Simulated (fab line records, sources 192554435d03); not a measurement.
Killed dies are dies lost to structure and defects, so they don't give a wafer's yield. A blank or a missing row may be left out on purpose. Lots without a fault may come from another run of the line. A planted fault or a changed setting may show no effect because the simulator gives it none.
fab line records | flow n5_finfet
record lots=11 wafers=30 last_day=20
route steps=1938 shown BEOL_M6@1230 PASSIVATION@1936
lots that met no fault: from a run of the same line without faults
start_h: hours from the record's first day to the start of the lot's first wafer shown | wait_h: hours since the lot's step before | " the same as in the row above | L1.1+2: a row that stands for several wafers | - no value, or no start given | * or withheld: withheld | < > ~ a bound
route shown NAME@n: a module of which the file shows steps, and the number in the route of the first | usual: mean/standard deviation of fault-free wafers | same: alike in all rows | chamber/n: place in a boat | sites: the reading at each site | _std_site: their standard deviation | _edge_site: outer sites' mean less inner sites' | radius_mm: how far each site lies from the wafer's centre | mask NAME#n: copy n | behind: the tool/chamber that last shaped the wafer | hold: why the lot was held/for how many hours/how that ended | device: the transistor (n, p or np) that didn't switch | end of line: the same wafers' tests at the end of the route | a step without rows: its recipe alone | killed: dies lost to structure and defects at the first sort, not the wafer's yield | map: a wafer's dies, x killed, . not, _ none there
set.NAME: the setting as run; set.NAME@STEP: as run at that earlier step | model.NAME: the simulator's own value behind a step, which no gauge read
steps of the route over a sample of lots; a table a step, a row a wafer
services: from which hour (start_h, from the record's first day; less than 0 if before it) a tool's chamber was out of use, for how many hours, and why
## steps
# step N5_BEOL_M6_DESCUM_33
# recipe chemistry=O2 time_s=7 source_power_w=50 bias_power_w=20 pressure_mtorr=20 rf_frequency_hz=2.712e+07 temp_c=40 resist=CAR-EUV o2_flow_sccm=225
# usual drypump_motor_current_A=5.6/0.4 oes_product_au=0.81/0.096 rf_vpp_V=243.3/1.4 showerhead_plenum_p_Torr=2.11/0.082 throttle_valve_pct=20.27/0.19
# columns lot.wafer tool chamber start_h wait_h drypump_motor_current_A oes_product_au rf_hours_counter_h rf_vpp_V showerhead_plenum_p_Torr throttle_valve_pct
L192.4 rie_diel-04 0 205.90 0.0 5.7 0.91 - 245.7 2.21 20.11
L192.5 " 2 " " 5.8 0.82 - 241.5 2.03 20.15
L192.6 " 3 " " 5.8 0.73 - 243.0 2.07 20.14
L194.1 rie_diel-01 0 213.46 0.0 4.9 0.73 209 242.0 2.09 20.65
L194.2 " 1 " " 5.3 0.99 0 243.5 2.06 20.33
L194.5 " 0 " " 4.9 0.72 - 242.3 2.09 20.64
L197.1 rie_diel-02 3 222.17 0.7 5.6 0.68 249 243.0 2.15 20.31
L197.2 " 2 " " 5.9 0.68 239 240.8 1.97 20.67
L197.6 " 1 " " 5.6 0.77 - 241.0 2.00 20.29
L195.1 rie_diel-04 0 231.31 0.0 5.7 0.88 43 243.2 2.21 20.14
L195.3 " 3 " " 5.8 0.73 184 242.1 2.06 20.15
L195.5 " 0 " " 5.7 0.89 - 244.1 2.21 20.13
L196.2 rie_diel-04 2 235.45 0.0 5.8 0.81 92 241.1 2.03 20.19
L196.4 " 2 " " 5.7 0.81 - 241.1 2.03 20.18
L196.5 " 3 " " 5.8 0.72 - 244.5 2.06 20.16
L205.2 rie_diel-02 2 290.22 0.5 5.9 0.97 6 244.6 2.22 20.35
L205.6 " 2 " " 5.9 0.97 - 243.9 2.22 20.37
L207.1 rie_diel-02 2 290.68 0.7 5.9 0.98 6 244.6 2.23 20.36
L207.4 " 3 " " 5.7 0.92 20 243.6 2.14 19.91
L206.1 rie_diel-01 0 296.39 0.1 4.9 0.70 230 243.1 2.08 20.66
L206.2 " 3 " " 4.9 0.81 91 244.4 2.21 20.24
L209.3 rie_diel-01 1 301.64 0.0 5.3 0.89 23 242.5 2.06 20.35
L209.5 " 2 " " 6.4 0.82 - 242.9 2.21 20.39
L209.6 " 3 " " 4.9 0.81 - 245.2 2.20 20.25
L213.2 rie_diel-02 0 322.44 0.0 5.3 0.69 245 242.2 2.05 20.31
L213.3 " 2 " " 5.9 0.93 20 244.5 2.22 20.37
L213.5 " 2 " " 5.9 0.93 - 245.5 2.22 20.39
L215.1 rie_diel-02 0 378.89 0.0 5.3 0.96 8 243.1 2.05 19.92
L215.2 " 2 " " 5.9 0.89 40 245.3 2.21 20.41
L215.3 " 1 " " 5.7 0.72 208 243.3 1.98 20.38
# step N5_BEOL_M6_PRE_CLEAN_45
# recipe gas=H2/He time_s=30 temp_c=250
# usual heater_power_w=344/35
# columns lot.wafer tool chamber start_h wait_h heater_power_w
L192.4 pvd_sputter-02 - 207.47 0.0 400
L192.5 " - " " 393
L192.6 " - " " 313
L194.1 pvd_sputter-02 - 214.63 0.0 392
L194.2 " - " " 272
L194.5 " - " " 330
L197.1 pvd_sputter-01 - 223.25 0.0 370
L197.2 " - " " 353
L197.6 " - " " 379
L195.1 pvd_sputter-03 - 232.50 0.0 385
L195.3 " - " " 302
L195.5 " - " " 377
L196.2 pvd_sputter-01 - 236.76 0.0 348
L196.4 " - " " 390
L196.5 " - " " 344
L205.2 pvd_sputter-02 - 291.33 0.0 329
L205.6 " - " " 403
L207.1 pvd_sputter-02 - 291.69 0.0 407
L207.4 " - " " 270
L206.1 pvd_sputter-02 - 297.38 0.0 309
L206.2 " - " " 396
L209.3 pvd_sputter-03 - 303.04 0.0 330
L209.5 " - " " 321
L209.6 " - " " 308
L213.2 pvd_sputter-01 - 323.45 0.0 339
L213.3 " - " " 376
L213.5 " - " " 382
L215.1 pvd_sputter-02 - 380.02 0.0 269
L215.2 " - " " 332
L215.3 " - " " 319
# step N5_BEOL_M6_SPUTTER_48
# recipe material=Cu target_thk_a=100 temp_c=-20 bias_v=60 power_w=26000 chamber_pressure_pa=0.13 time_s=1.667
# usual chuck_gas_flow_sccm=1.25/0.05 throttle_valve_pct=30.2/1
# columns lot.wafer tool chamber start_h wait_h chuck_gas_flow_sccm throttle_valve_pct
L192.4 pvd_sputter-03 - 208.14 0.0 1.28 31.0
L192.5 " - " " 1.16 31.5
L192.6 " - " " 1.36 29.5
L194.1 pvd_sputter-02 - 215.41 0.2 1.31 29.2
L194.2 " - " " 1.23 28.1
L194.5 " - " " 1.23 29.4
L197.1 pvd_sputter-03 - 224.12 0.1 1.29 29.1
L197.2 " - " " 1.23 31.3
L197.6 " - " " 1.30 31.6
L195.1 pvd_sputter-02 - 233.14 0.1 1.25 28.3
L195.3 " - " " 1.30 30.0
L195.5 " - " " 1.24 28.3
L196.2 pvd_sputter-01 - 237.67 0.2 1.25 31.2
L196.4 " - " " 1.18 31.4
L196.5 " - " " 1.20 30.8
L205.2 pvd_sputter-02 - 292.07 0.2 1.23 29.5
L205.6 " - " " 1.27 28.1
L207.1 pvd_sputter-03 - 292.53 0.1 1.23 31.5
L207.4 " - " " 1.22 31.0
L206.1 pvd_sputter-02 - 299.98 0.2 1.26 29.2
L206.2 " - " " 1.14 29.7
L209.3 pvd_sputter-03 - 303.64 0.1 1.25 30.5
L209.5 " - " " 1.25 31.4
L209.6 " - " " 1.19 29.4
L213.2 pvd_sputter-01 - 325.82 0.2 1.26 31.6
L213.3 " - " " 1.30 30.7
L213.5 " - " " 1.16 31.0
L215.1 pvd_sputter-02 - 380.64 0.1 1.23 28.2
L215.2 " - " " 1.23 29.4
L215.3 " - " " 1.26 29.7
# step N5_BEOL_M6_ECD_50
# recipe material=Cu target_thk_a=3000
# columns lot.wafer tool chamber start_h wait_h
L192.4+5+6 ecd_cu-02 1,0,1 208.28 0.1
L194.1+2+5 ecd_cu-01 1,0,0 215.52 0.1
L197.1+2+6 ecd_cu-01 1,0,0 224.23 0.1
L195.1+3+5 ecd_cu-01 0,1,0 233.25 0.1
L196.2+4+5 ecd_cu-02 0,1,1 237.79 0.1
L205.2+6 ecd_cu-02 0 292.24 0.1
L207.1+4 ecd_cu-02 1,0 292.65 0.1
L206.1+2 ecd_cu-02 0,1 300.10 0.1
L209.3+5+6 ecd_cu-01 1,0,1 303.78 0.1
L213.2+3+5 ecd_cu-01 1 325.95 0.1
L215.1+2+3 ecd_cu-01 0,1,1 380.76 0.1
# step N5_BEOL_M6_CMP_52
# recipe stop_on=SiCOH_lowk t_overpolish_s=6.9 down_force_psi=1 platen_rpm=50 clearing_platen_down_force_psi=1.5 clearing_platen_rpm=50 post_cmp_clean=cu_alkaline target_thk_nm=80 clearing_platen_pad_velocity_m_s=0.99484 pad_velocity_m_s=0.99484
# usual motor_current_A=6.2/0.53 slurry_filter_dp_kPa=13.52/0.14 time_to_endpoint_s=61.7/2.9
# columns lot.wafer tool chamber start_h wait_h motor_current_A slurry_filter_dp_kPa time_to_endpoint_s
L192.4 cmp-01 3 208.80 0.2 6.4 13.55 62.5
L192.5 " 0 " " 7.2 13.39 58.4
L192.6 " 1 " " 5.8 13.45 67.0
L194.1 cmp-02 1 217.37 0.3 5.7 13.39 67.3
L194.2 " 2 " " 5.9 13.45 58.9
L194.5 " 3 " " 6.0 13.78 58.9
L197.1 cmp-04 0 224.72 0.3 6.9 13.59 62.0
L197.2 " 3 " " 5.9 13.61 63.8
L197.6 " 0 " " 6.8 13.39 61.0
L195.1 cmp-04 1 234.14 0.5 5.8 13.59 55.9
L195.3 " 2 " " 6.4 13.55 61.8
L195.5 " 0 " " 7.2 13.78 60.6
L196.2 cmp-02 0 238.35 0.3 5.9 13.49 66.2
L196.4 " 1 " " 5.9 13.44 63.1
L196.5 " 2 " " 5.8 13.47 61.1
L205.2 cmp-02 2 293.97 0.3 5.9 13.49 34.1
L205.6 " 0 " " 5.9 13.75 60.8
L207.4 cmp-02 1 294.17 0.1 5.7 13.46 61.2
L207.1 " 0 " " 5.7 13.51 36.9
L206.2 cmp-02 2 300.53 0.2 6.0 13.63 35.2
L206.1 " 0 " " 5.8 13.23 37.3
L209.3 cmp-02 2 304.23 0.2 6.2 13.43 61.8
L209.6 " 0 " " 6.1 13.48 63.5
L209.5 " 1 " " 6.0 13.50 63.0
L213.3 cmp-04 0 326.60 0.4 7.4 13.49 59.7
L213.2 " 2 " " 6.4 13.58 60.4
L213.5 " 3 " " 6.2 13.57 58.7
L215.1 cmp-04 0 381.40 0.3 7.2 13.68 65.4
L215.2 " 1 " " 6.0 13.49 61.5
L215.3 " 3 " " 5.4 13.40 66.2
# step N5_PASSIVATION_PROBE_49
# usual defect_limited_yield=91.1/1.4 killed_at_M0_to_M3=32/9.3 killed_at_M4_up=13/5.8 killed_at_contacts=12/6.3 killed_at_front_end=44/12 killed_at_other=3.6/2.7 killed_dies=104/17 killed_open=69/13 killed_short=34/6.9 sort_bin_5_function=5.2/0.98 sort_bin_6_memory=3.3/0.59 sort_bin_8_speed=0.01/0.039 sort_n_pass=1075/17 sort_yield_pct=91.1/1.4
# same gross_dies=1180 killed_at_back_side=0 sort_bin_4_leakage[%]=0
# columns lot.wafer tool chamber start_h wait_h defect_limited_yield[%] killed_at_M0_to_M3 killed_at_M4_up killed_at_contacts killed_at_front_end killed_at_other killed_dies killed_open killed_short sort_bin_5_function[%] sort_bin_6_memory[%] sort_bin_8_speed[%] sort_n_pass sort_yield_pct[%]
L192.4 prober-01 - 288.09 0.2 90.2 35 11 10 54 6 116 64 43 5.9 3.1 0 1064 90.2
L192.5 prober-01 - 288.14 0.2 91.7 26 5 13 53 1 98 62 35 5.3 2.8 0 1082 91.7
L192.6 prober-01 - 288.19 0.3 91.7 39 12 11 32 4 98 70 28 4.7 3.5 0 1082 91.7
L194.1 prober-02 - 301.94 0.0 90.1 21 18 24 47 7 117 84 32 6.5 3.1 0 1063 90.1
L194.2 prober-02 - 301.99 0.1 91.7 24 23 8 40 3 98 56 31 4.0 3.6 0 1082 91.7
L194.5 prober-02 - 302.14 0.2 91.5 27 15 13 38 7 100 71 28 5.8 2.5 0 1080 91.5
L197.1 prober-01 - 307.96 0.0 90.3 25 12 15 57 6 115 78 36 5.8 3.6 0 1065 90.3
L197.2 prober-01 - 308.01 0.1 92.8 18 8 6 52 1 85 62 22 4.2 2.9 0 1095 92.8
L197.6 prober-01 - 308.21 0.3 88.6 30 11 13 76 4 134 88 46 7.5 3.5 0 1046 88.6
L195.1 prober-02 - 318.92 0.0 92.1 32 14 4 38 5 93 56 35 4.2 3.1 0 1087 92.1
L195.3 prober-02 - 319.02 0.1 92.6 36 13 9 24 5 87 65 22 5.0 2.2 0 1093 92.6
L195.5 prober-02 - 319.12 0.2 92.8 27 9 7 40 2 85 50 34 4.4 2.5 0 1095 92.8
L196.2 prober-01 - 332.41 0.1 90.7 27 28 8 44 3 110 62 48 5.7 3.2 0 1070 90.7
L196.4 prober-01 - 332.51 0.2 93.9 24 9 5 34 0 72 50 20 3.1 2.8 0.08 1107 93.8
L196.5 prober-01 - 332.56 0.2 89.9 28 22 7 60 2 119 71 44 5.8 3.6 0 1061 89.9
L205.6 prober-01 - 375.56 0.3 90.2 30 16 19 48 3 116 80 36 5.8 4.0 0 1064 90.2
L206.1 prober-01 - 387.06 0.0 90.9 26 27 14 34 6 107 71 36 5.1 3.8 0 1073 90.9
L206.2 prober-01 - 387.11 0.1 91.2 23 19 16 46 0 104 61 43 5.3 3.0 0 1076 91.2
L207.4 prober-02 - 391.23 0.2 90.9 35 17 24 28 3 107 73 33 5.7 2.8 0 1073 90.9
L209.3 prober-01 - 398.27 0.1 91.9 27 9 11 47 2 96 69 27 4.9 3.1 0 1084 91.9
L209.5 prober-01 - 398.37 0.2 90.1 39 6 26 44 2 117 77 39 5.5 4.2 0 1063 90.1
L209.6 prober-01 - 398.42 0.3 91.9 24 13 14 44 1 96 63 32 4.7 3.0 0 1084 91.9
L213.2 prober-02 - 408.59 0.1 89.7 42 8 7 62 3 122 84 35 6.7 3.2 0 1058 89.7
L213.3 prober-02 - 408.64 0.1 88.6 75 9 13 33 4 134 89 41 6.9 3.9 0 1046 88.6
L213.5 prober-02 - 408.74 0.2 88.7 51 7 10 62 3 133 88 44 6.7 4.1 0 1047 88.7
L215.1 prober-01 - 470.30 0.0 90.3 46 18 9 42 0 115 70 38 5.2 3.6 0 1065 90.3
L215.2 prober-01 - 470.35 0.1 91.4 32 7 13 47 2 101 63 35 5.3 3.1 0 1079 91.4
L215.3 prober-01 - 470.40 0.1 92.6 43 6 10 26 2 87 55 31 3.8 3.1 0 1093 92.6
# killed by level:class
L192.4 FIN_SAQP:geometric_particle:open=14 BEOL_M0_SAQP:geometric_particle:short=10 MOL_CONTACT_COAG:geometric_particle:open=8 BEOL_M0_SAQP:geometric_particle:open=8 STI_FIN_REVEAL:geometric_particle:open=7 GATE_CUT:geometric_particle:short=7 FIN_SAQP:geometric_particle:short=6 BEOL_M1:geometric_particle:open=6
L192.5 FIN_SAQP:geometric_particle:short=18 FIN_SAQP:geometric_particle:open=14 BEOL_M1:geometric_particle:open=9 MOL_CONTACT_COAG:geometric_particle:open=9 STI_FIN_REVEAL:geometric_particle:open=6 BEOL_M0_SAQP:geometric_particle:open=6 STARTING-WAFER:geometric_particle:open=5 MOL_CONTACT_COAG:geometric_particle:short=4
L192.6 FIN_SAQP:geometric_particle:open=13 MOL_CONTACT_COAG:geometric_particle:open=10 BEOL_M1:geometric_particle:open=9 FIN_SAQP:geometric_particle:short=8 BEOL_M3:geometric_particle:open=6 BEOL_M0_SAQP:geometric_particle:open=5 BEOL_M0:geometric_particle:open=5 BEOL_M1:geometric_particle:short=4
L194.1 MOL_CONTACT_COAG:geometric_particle:open=19 FIN_SAQP:geometric_particle:open=13 BEOL_M4:geometric_particle:open=10 FIN_SAQP:geometric_particle:short=8 STI_FIN_REVEAL:geometric_particle:open=8 BEOL_M0_SAQP:geometric_particle:open=6 MOL_CONTACT_COAG:geometric_particle:short=5 BEOL_M0_SAQP:geometric_particle:short=5
L194.2 BEOL_M4:geometric_particle:open=13 MOL_CONTACT_COAG:geometric_particle:open=8 BEOL_M0_SAQP:geometric_particle:open=8 HKMG_FIN:area_etch=8 FIN_SAQP:geometric_particle:short=6 GATE_CUT:geometric_particle:short=6 FIN_SAQP:geometric_particle:open=5 BEOL_M0_SAQP:geometric_particle:short=5
L194.5 FIN_SAQP:geometric_particle:open=15 MOL_CONTACT_COAG:geometric_particle:open=12 BEOL_M3:geometric_particle:open=8 FIN_SAQP:geometric_particle:short=7 STI_FIN_REVEAL:geometric_particle:open=7 BEOL_M0_SAQP:geometric_particle:short=7 BEOL_M4:geometric_particle:open=5 BEOL_M4:geometric_particle:short=4
L197.1 STI_FIN_REVEAL:geometric_particle:open=32 MOL_CONTACT_COAG:geometric_particle:open=11 STI_FIN_REVEAL:geometric_particle:short=9 BEOL_M0_SAQP:geometric_particle:open=7 BEOL_M2:geometric_particle:open=7 BEOL_M0_SAQP:geometric_particle:short=6 GATE_CUT:geometric_particle:short=4 MOL_CONTACT_COAG:geometric_particle:short=4
L197.2 STI_FIN_REVEAL:geometric_particle:open=17 GATE_CUT:geometric_particle:short=7 GATE_CUT:geometric_particle:open=7 MOL_CONTACT_COAG:geometric_particle:open=6 BEOL_M0:geometric_particle:open=5 BEOL_M2:geometric_particle:open=5 FIN_SAQP:geometric_particle:short=4 DUMMY_GATE:geometric_particle:open=4
L197.6 STI_FIN_REVEAL:geometric_particle:open=27 GATE_CUT:geometric_particle:short=12 BEOL_M2:geometric_particle:open=10 MOL_CONTACT_COAG:geometric_particle:open=8 GATE_CUT:geometric_particle:open=7 BEOL_M0_SAQP:geometric_particle:short=6 FIN_SAQP:geometric_particle:short=5 FIN_SAQP:geometric_particle:open=5
L195.1 FIN_SAQP:geometric_particle:short=10 FIN_SAQP:geometric_particle:open=9 BEOL_M3:geometric_particle:open=9 BEOL_M0_SAQP:geometric_particle:short=8 STI_FIN_REVEAL:geometric_particle:open=6 BEOL_M0_SAQP:geometric_particle:open=4 BEOL_M1:geometric_particle:open=4 BEOL_M5:geometric_particle:open=4
L195.3 BEOL_M0_SAQP:geometric_particle:short=9 BEOL_M3:geometric_particle:open=8 BEOL_M2:geometric_particle:open=7 MOL_CONTACT_COAG:geometric_particle:open=6 BEOL_M1:geometric_particle:open=6 BEOL_M6:geometric_particle:open=5 ILD0:geometric_particle:open=5 BEOL_M0_SAQP:geometric_particle:open=5
L195.5 BEOL_M2:geometric_particle:open=9 FIN_SAQP:geometric_particle:short=8 STI_FIN_REVEAL:geometric_particle:open=8 MOL_CONTACT_COAG:geometric_particle:open=6 GATE_CUT:geometric_particle:short=5 BEOL_M3:geometric_particle:open=5 DUMMY_GATE:geometric_particle:open=4 BEOL_M1:geometric_particle:open=4
L196.2 BEOL_M4:geometric_particle:open=16 FIN_SAQP:geometric_particle:short=14 FIN_SAQP:geometric_particle:open=8 BEOL_M2:geometric_particle:open=6 DUMMY_GATE:geometric_particle:open=5 BEOL_M3:geometric_particle:open=4 MOL_CONTACT_COAG:geometric_particle:open=4 MOL_CONTACT_COAG:geometric_particle:short=4
L196.4 BEOL_M2:geometric_particle:open=8 STI_FIN_REVEAL:geometric_particle:open=7 DUMMY_GATE:geometric_particle:open=7 BEOL_M1:geometric_particle:open=6 FIN_SAQP:geometric_particle:open=5 FIN_SAQP:geometric_particle:short=4 MOL_CONTACT_COAG:geometric_particle:open=4 GATE_CUT:geometric_particle:short=3
L196.5 FIN_SAQP:geometric_particle:short=15 FIN_SAQP:geometric_particle:open=12 STI_FIN_REVEAL:geometric_particle:open=10 BEOL_M2:geometric_particle:open=8 BEOL_M1:geometric_particle:open=7 BEOL_M4:geometric_particle:open=6 BEOL_M5:geometric_particle:open=6 DUMMY_GATE:geometric_particle:open=5
L205.6 MOL_CONTACT_COAG:geometric_particle:open=16 FIN_SAQP:geometric_particle:open=13 FIN_SAQP:geometric_particle:short=9 BEOL_M2:geometric_particle:open=8 BEOL_M4:geometric_particle:open=8 STI_FIN_REVEAL:geometric_particle:open=4 DUMMY_GATE:geometric_particle:open=4 BEOL_M0_SAQP:geometric_particle:open=4
L206.1 BEOL_M4:geometric_particle:open=12 GATE_CUT:geometric_particle:short=10 MOL_CONTACT_COAG:geometric_particle:open=10 BEOL_M1:geometric_particle:open=8 BEOL_M0_SAQP:geometric_particle:short=5 STARTING-WAFER:geometric_particle:open=5 FIN_SAQP:geometric_particle:open=4 MOL_CONTACT_COAG:geometric_particle:short=4
L206.2 FIN_SAQP:geometric_particle:short=13 MOL_CONTACT_COAG:geometric_particle:open=12 FIN_SAQP:geometric_particle:open=8 BEOL_M0_SAQP:geometric_particle:short=7 DUMMY_GATE:geometric_particle:open=6 BEOL_M4:geometric_particle:open=6 BEOL_M1:geometric_particle:open=5 GATE_CUT:geometric_particle:short=4
L207.4 MOL_CONTACT_COAG:geometric_particle:open=19 BEOL_M0_SAQP:geometric_particle:short=18 BEOL_M4:geometric_particle:open=10 FIN_SAQP:geometric_particle:open=8 BEOL_M0_SAQP:geometric_particle:open=8 STI_FIN_REVEAL:geometric_particle:open=5 MOL_CONTACT_COAG:geometric_particle:short=5 BEOL_M2:geometric_particle:open=4
L209.3 FIN_SAQP:geometric_particle:open=16 BEOL_M1:geometric_particle:open=11 MOL_CONTACT_COAG:geometric_particle:open=11 FIN_SAQP:geometric_particle:short=8 BEOL_M3:geometric_particle:open=8 STI_FIN_REVEAL:geometric_particle:open=5 BEOL_M0_SAQP:geometric_particle:open=4 STARTING-WAFER:geometric_particle:short=4
L209.5 MOL_CONTACT_COAG:geometric_particle:open=21 BEOL_M1:geometric_particle:open=10 GATE_CUT:geometric_particle:short=8 FIN_SAQP:geometric_particle:open=7 BEOL_M3:geometric_particle:open=7 BEOL_M0_SAQP:geometric_particle:short=7 SPACER0:geometric_particle:open=6 MOL_CONTACT_COAG:geometric_particle:short=5
L209.6 FIN_SAQP:geometric_particle:open=13 MOL_CONTACT_COAG:geometric_particle:open=10 FIN_SAQP:geometric_particle:short=7 GATE_CUT:geometric_particle:short=6 BEOL_M0_SAQP:geometric_particle:open=5 BEOL_M4:geometric_particle:open=5 STI_FIN_REVEAL:geometric_particle:open=4 GATE_CUT:geometric_particle:open=4
L213.2 STI_FIN_REVEAL:geometric_particle:open=20 BEOL_M2:geometric_particle:open=13 FIN_SAQP:geometric_particle:open=12 BEOL_M0_SAQP:geometric_particle:short=9 STI_FIN_REVEAL:geometric_particle:short=6 BEOL_M0_SAQP:geometric_particle:open=6 FIN_SAQP:geometric_particle:short=5 MOL_CONTACT_COAG:geometric_particle:open=5
L213.3 BEOL_M0_SAQP:geometric_particle:open=23 BEOL_M0_SAQP:geometric_particle:short=14 BEOL_M1:geometric_particle:open=10 BEOL_M2:geometric_particle:open=10 MOL_CONTACT_COAG:geometric_particle:open=9 FIN_SAQP:geometric_particle:open=6 STI_FIN_REVEAL:geometric_particle:open=6 BEOL_M0:geometric_particle:open=6
L213.5 STI_FIN_REVEAL:geometric_particle:open=20 BEOL_M2:geometric_particle:open=17 FIN_SAQP:geometric_particle:open=10 BEOL_M0_SAQP:geometric_particle:short=10 FIN_SAQP:geometric_particle:short=9 MOL_CONTACT_COAG:geometric_particle:open=8 DUMMY_GATE:geometric_particle:open=6 BEOL_M0_SAQP:geometric_particle:open=6
L215.1 FIN_SAQP:geometric_particle:short=10 MOL_CONTACT_COAG:geometric_particle:open=8 BEOL_M0_SAQP:geometric_particle:short=8 BEOL_M0_SAQP:geometric_particle:open=8 BEOL_M3:geometric_particle:open=7 BEOL_M1:geometric_particle:open=7 BEOL_M2:geometric_particle:open=7 DUMMY_GATE:geometric_particle:open=5
L215.2 STI_FIN_REVEAL:geometric_particle:open=12 MOL_CONTACT_COAG:geometric_particle:open=10 FIN_SAQP:geometric_particle:open=7 BEOL_M0_SAQP:geometric_particle:short=7 BEOL_M2:geometric_particle:open=7 FIN_SAQP:geometric_particle:short=6 STI_FIN_REVEAL:geometric_particle:short=6 BEOL_M1:geometric_particle:open=6
L215.3 MOL_CONTACT_COAG:geometric_particle:open=9 BEOL_M1:geometric_particle:open=8 BEOL_M2:geometric_particle:open=8 BEOL_M0_SAQP:geometric_particle:open=7 BEOL_M0_SAQP:geometric_particle:short=7 STARTING-WAFER:geometric_particle:short=5 STARTING-WAFER:geometric_particle:open=5 FIN_SAQP:geometric_particle:short=4
## services
# columns tool chamber start_h hours kind
rie_diel-01 - 218.42 14.6 pm
cmp-02 - 224.86 4.0 pm
cmp-01 - 231.26 4.0 pm
ecd_cu-01 - 250.18 0.6 repair
cmp-01 - 258.05 0.7 repair
cmp-01 - 274.28 3.0 repair
ecd_cu-01 - 277.76 1.1 repair
cmp-02 - 287.83 1.1 repair
cmp-04 - 290.14 1.1 repair
cmp-02 - 297.46 1.7 repair
rie_diel-02 1 300.39 15.4 repair
pvd_sputter-02 - 301.83 7.9 repair
cmp-02 - 304.38 24.4 pm
rie_diel-02 3 305.25 2.1 repair
rie_diel-04 1 308.27 2.9 repair
rie_diel-04 0 311.57 9.9 repair
cmp-02 - 342.36 1.7 repair
ecd_cu-01 - 344.62 0.2 repair
rie_diel-04 3 346.23 10.6 repair
cmp-04 - 350.39 1.1 repair
rie_diel-04 - 352.25 0.6 repair
ecd_cu-01 - 361.52 0.9 repair
cmp-04 - 371.38 4.0 pm
rie_diel-01 0 371.46 2.1 repair
## key
first_sign step=N5_BEOL_M6_CMP_52 reading=time_to_endpoint_s direction=down sigmas=8.8 usual=* struck=*
effect none on later readings
met_at N5_BEOL_M6_ECD_50
struck_lots L205,L206,L207
struck_wafers L205.2,L206.1,L206.2,L207.1
not_acting_at N5_BEOL_M6_DESCUM_33,N5_BEOL_M6_PRE_CLEAN_45,N5_BEOL_M6_SPUTTER_48
onset_between 237.79 292.24
fault kind=process_parameter_drift tool=ecd_cu-02 chamber=- onset_h=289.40 steps=N5_BEOL_M6_ECD_50 channel=target_thk_a offset=* shape=step end_h=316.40 scope=struck_wafers_only acts_in=* stated=*
